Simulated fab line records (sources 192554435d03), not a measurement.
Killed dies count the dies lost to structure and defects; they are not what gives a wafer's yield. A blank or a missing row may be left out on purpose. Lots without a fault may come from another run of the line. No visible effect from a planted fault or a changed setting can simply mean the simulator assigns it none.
Matching of chambers | flow n5Finfet | N5_BEOL_M5_DESCUM_16 on rieDiel-03: 4 sister chambers
The step chemistry O2, time 7 s. 16 wafers are shown with their chamber, then 8 later ones without.

== WAFERS, EACH WITH ITS CHAMBER ==
wafer  | chamber | drypumpMotorCurrentA (A) | showerheadPlenumPTorr (Torr) | throttleValvePct (%)
L076.2 | 2       | 5.9                      | 2.06                         | 20.57
L076.5 | 2       | 5.8                      | 2.06                         | 20.58
L076.6 | 1       | 5.1                      | 2.05                         | 20.81
L078.1 | 3       | 5.2                      | 2.00                         | 20.56
L078.3 | 0       | 5.4                      | 2.19                         | 20.85
L078.6 | 2       | 5.8                      | 2.06                         | 20.58
L080.3 | 2       | 5.8                      | 2.06                         | 20.59
L080.4 | 3       | 5.2                      | 2.00                         | 20.54
L080.5 | 0       | 5.4                      | 2.18                         | 20.86
L083.2 | 2       | 5.9                      | 2.05                         | 20.62
L083.3 | 3       | 5.2                      | 1.99                         | 20.57
L083.4 | 0       | 5.4                      | 2.18                         | 20.87
L086.1 | 3       | 5.2                      | 1.99                         | 20.57
L086.3 | 0       | 5.4                      | 2.18                         | 20.86
L086.5 | 3       | 5.2                      | 1.99                         | 20.57
L089.1 | 1       | 5.1                      | 2.04                         | 20.47

SIGNATURES (means of the wafers above)
reading               | chamber 0 | chamber 1 | chamber 2 | chamber 3 | scatter within a chamber
drypumpMotorCurrentA  | 5.400     | 5.100     | 5.840     | 5.200     | 0.0316
showerheadPlenumPTorr | 2.1825    | 2.0450    | 2.0580    | 1.9940    | 0.0052
throttleValvePct      | 20.8600   | 20.6400   | 20.5880   | 20.5620   | 0.0708
Rule: distance of a wafer from a chamber = root of the sum over the readings of ((wafer's reading minus chamber's mean) / reading's scatter) squared. The wafer belongs to the nearest chamber; if the next one is less than 2 further off, it can't be placed. How the scatter is found: for the shown wafers, subtract from each reading the mean of its chamber, square and add these, divide the total by (wafers less chambers), then take the root.

== WAFERS MISSING THEIR CHAMBER ==
wafer  | drypumpMotorCurrentA (A) | showerheadPlenumPTorr (Torr) | throttleValvePct (%)
L089.4 | 5.9                      | 2.05                         | 20.64
L089.6 | 5.2                      | 1.99                         | 20.59
L096.1 | 5.2                      | 1.98                         | 20.61
L096.2 | 5.8                      | 2.05                         | 20.65
L096.6 | 5.4                      | 2.17                         | 20.90
L097.1 | 5.1                      | 2.04                         | 20.50
L097.3 | 5.4                      | 2.17                         | 20.91
L097.5 | 5.2                      | 1.98                         | 20.61

== EACH ONE'S CHAMBER ==
wafer  | from the rows above | in truth
L089.4 | 2                   | 2
L089.6 | 3                   | 3
L096.1 | 3                   | 3
L096.2 | 2                   | 2
L096.6 | 0                   | 0
L097.1 | 1                   | 1
L097.3 | 0                   | 0
L097.5 | 3                   | 3
Correctly placed: 8 of 8. Can't be placed from these rows: 0. 0 placed wrongly.
